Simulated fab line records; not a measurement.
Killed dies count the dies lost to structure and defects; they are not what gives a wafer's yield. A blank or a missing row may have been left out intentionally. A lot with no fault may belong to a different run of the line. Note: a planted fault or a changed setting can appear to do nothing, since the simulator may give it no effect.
Struck lot and sound lot, side by side ; flow nand harc ; 14 out of 1302 route steps
Sound: the wafers L238.3, L238.5, L238.6. Wafers struck: L244.2, L244.3, L244.5. Last of all comes the cause.
Order at every step that has rows: each side's tool, ch and its chambers, its first start. Under that, the readings that differ: sound wafers ; struck wafers ; difference of the means ; sigmas: that difference in standard deviations of wafers without a fault.
alike: same words and numbers on both sides, and readings whose means sit less than 2 such deviations apart. not compared: any withheld reading, any reading some wafer has no value for, any bound like >300 that may hide the same value, and any number with overlapping values for which the record gives no deviation.
The two part at a step that has a row with sigmas, a row that says differs or no value, or rows on one side only. When numbers do not overlap yet have no deviation, they are printed without sigmas and do not part them. A reading missing from all wafers of one side parts the sides only when that side holds two or more wafers.

NHARC_A_CONTACT_ETCH_122: etches the open film in C4F8/O2/Ar, time 190 s, target depth 1850 nm.
  sound on har cap etch-01 ch 0,1, day 23 22:38; struck on har cap etch-01 ch 0,1, day 26 10:49
  alike: chamber pressure mTorr
  not compared: rf hours counter h
NHARC_A_CONTACT_ETCH_123: etches the open film in C4F8/O2/Ar, time 490 s, target depth 2110 nm.
  sound on har cap etch-01 ch 0,1, day 23 22:57; struck on har cap etch-01 ch 0,1, day 26 10:59
  alike: chamber pressure mTorr
  not compared: rf hours counter h
then, 1 step without rows for these wafers: NHARC_A_CONTACT_ETCH_90 (etches the open film in CH3F/O2, target depth 40 nm, time 85.7 s).
NHARC_A_CONTACT_ETCH_96: etches the open film in C4F6/O2, target depth 20 nm, time 10 s.
  sound: rie diel-04 ch 0,2,3; struck: rie diel-08 ch 2,3
reading;sound;struck;difference;sigmas
rf vpp V (V);553 553 551;545 545 547;-7;-2
showerhead plenum p Torr (Torr);4.19 4.22 4.15;3.87 3.80 3.87;-0.34;-2
  alike: c4f6 flow sccm, chamber pressure mTorr, drypump motor current A, oes product au, throttle valve pct
  not compared: rf hours counter h
NHARC_A_CONTACT_CD_MEAS_53:
  sound on cd sem-02 at day 24 00:12; struck on cd sem-01 at day 26 12:11
  alike: cd nm
then, 4 steps without rows for these wafers: NHARC_A_CONTACT_STRIP_99 (strips in N2/H2); NHARC_A_CONTACT_STRIP_100 (strips in CF4/CHF3); NHARC_A_CONTACT_STRIP_101 (strips in O2/COS); NHARC_A_CONTACT_ETCH_102 (etches the open film in CF4/O2, target depth 100 nm, overetch 10 nm, time 55 s).
NHARC_A_CONTACT_STRIP_55: strips in O2.
  sound: rie diel-01 ch 0,1; struck: rie diel-08 ch 1,3
reading;sound;struck;difference;sigmas
drypump motor current A (A);5.5 5.7 5.6;6.5 6.7 6.5;+1.0;+2
  alike: chamber pressure mTorr, oes product au, rf vpp V, showerhead plenum p Torr, throttle valve pct
  not compared: rf hours counter h
then, 1 step without rows for these wafers: NHARC_A_CONTACT_STRIP_56 (strips in post etch residue remover, time 600 s).
NHARC_A_CONTACT_DEP_57: deposits aC, target thk 5300 nm.
  sound on acl dep-03 ch 0, day 24 03:48; struck on acl dep-03 ch 0, day 26 16:32
reading;sound;struck;difference;sigmas
susceptor temp C (C);400.00 400.35 399.69;- - -;no value on the struck wafers;
  alike: throttle valve pct
NHARC_A_CONTACT_DEP_58: deposits SiON, target thk 90 nm.
  sound on pecvd-04 ch 0,1, day 24 06:03; struck on pecvd-01 ch 2, day 26 19:11
  no value came back on the struck wafers for any of 5 readings (chamber pressure Torr (Torr), heater power outer w (W) and others); on the sound wafers chamber pressure Torr (Torr) reads 3.507 3.503 3.503
  not compared: since wet clean h
then, 1 step without rows for these wafers: NHARC_A_CONTACT_DEHYDRATE_59 (time 120 s).

## WHERE THEY PART
First at NHARC_A_CONTACT_ETCH_96; last, within this record, at NHARC_A_CONTACT_DEP_58.

WHY: what the simulator had put in
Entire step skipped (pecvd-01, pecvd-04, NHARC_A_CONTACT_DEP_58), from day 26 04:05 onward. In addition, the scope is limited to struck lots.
